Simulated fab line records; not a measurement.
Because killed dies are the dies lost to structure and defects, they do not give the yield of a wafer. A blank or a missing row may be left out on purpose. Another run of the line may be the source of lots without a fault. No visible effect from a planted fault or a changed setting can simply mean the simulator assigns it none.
Problem report in the 8D (eight disciplines) form, filled by code :: flow nandHarc :: the parts of the form that need people (team, actions taken, sign-off) are left out

## 1. WHAT IS WRONG
Mean of killedAtArray at NHARC_END_SORT_01: 96 over 3 wafers from 1 lot, against 26 (standard deviation 9.1) on wafers with no fault. Relative to the usual mean, that is a shift of +7.7 standard deviations.
Seen first at day 25 13:41 on prober-02, wafer L432.2. The record holds 3 wafers of 1 lot with a number at this step. By rule, "out" or "out of limits" means more than 4 standard deviations away from the usual mean. The rest of the wafers with a number are treated as sound.

## 2. WHAT IT IS AND WHAT IT IS NOT
question: which readings at this step
is: killedAtArray, killedDies
is not: killedAtOther, killedAtPeriphery, killedOpen, killedShort

question: which lots
is: L432
is not: -

question: which wafers of those lots
is: all that have a number
is not: -

question: read on which gauges
is: prober-02
is not: -

question: when
is: from day 25 13:41
is not: up to then (0 sound wafers)

## 3. SUSPECTS, AND WHAT RULES EACH OUT
Counting: a tool at a process step up to the reading stays a suspect if it ran every lot that is out and no sound lot after the first of them.
- the gauge at NHARC_END_SORT_01: kept. All the wafers that are out were read on prober-02, and no step on other tools shows them out.
- rieDiel-09 at NHARC_A_SLIT_DESCUM_14 (chemistry O2, time 3 s): kept. It ran the lot that is out, L432 (day 19 08:37), and no sound lot after that.
- rieDiel-09 at NHARC_A_SLIT_ETCH_15 (etches the open film in O2/COS, target depth 3200 nm, time 832 s): kept. It ran the lot that is out, L432 (day 20 14:54), and no sound lot after that. NHARC_A_SLIT_ETCH_15: start missing for some lots; hours and lot order therefore follow NHARC_A_WL_FILL_STRIP_29.
- rieDiel-11 at NHARC_A_WL_FILL_STRIP_29 (strips in O2, time 20 s): kept. It ran the lot that is out, L432 (day 20 14:54), and no sound lot after that.
- aldMetal-04 at NHARC_A_WL_FILL_ALD_19 (deposits TiN, target thk 2 nm, pulse time 3 s, ald cycles 100): kept. It ran the lot that is out, L432 (day 20 20:17), and no sound lot after that.
Left after counting: rieDiel-09 at NHARC_A_SLIT_DESCUM_14, rieDiel-09 at NHARC_A_SLIT_ETCH_15, rieDiel-11 at NHARC_A_WL_FILL_STRIP_29, aldMetal-04 at NHARC_A_WL_FILL_ALD_19, prober-02 at NHARC_END_SORT_01.

## 4. THE CAUSE (what the simulator had put in)
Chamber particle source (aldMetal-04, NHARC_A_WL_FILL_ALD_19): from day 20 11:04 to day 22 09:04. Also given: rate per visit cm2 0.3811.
After counting, 5 suspects remain, this tool included.

## 5. THE CHAIN OF EFFECTS, in route order
Rows list readings where the struck wafers' mean (over those with a number) sits beyond 3 standard deviations from the usual. Only readings for which the record gives a usual standard deviation are gone through. hours: the time from each lot's start at the first step in this table that gives one to its start at this step, as a median over the lots. sigmas: the change in usual standard deviations.
hours: 0
step: NHARC_END_SORT_01
reading: killedAtArray
usual: 26
on struck wafers: 96
change: +70
sigmas: +7.7

hours: 0
step: NHARC_END_SORT_01
reading: killedDies
usual: 30
on struck wafers: 97
change: +67
sigmas: +7.3

## 6. WHAT WOULD HAVE CAUGHT IT SOONER
The first out-of-limits reading at a measuring or inspecting step in this record came at day 25 13:41, 123 hours after the fault's start at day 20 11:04.
Tool readings at NHARC_A_WL_FILL_ALD_19 with a usual standard deviation given in the record: none out on any struck wafer, hence no alarm at a limit of 4 standard deviations on them.
Each of the lots that are out, 1 in all, had begun NHARC_A_WL_FILL_ALD_19 on aldMetal-04 no later than day 25 13:41. Had the tool been put on hold then, not one of them would have been saved.
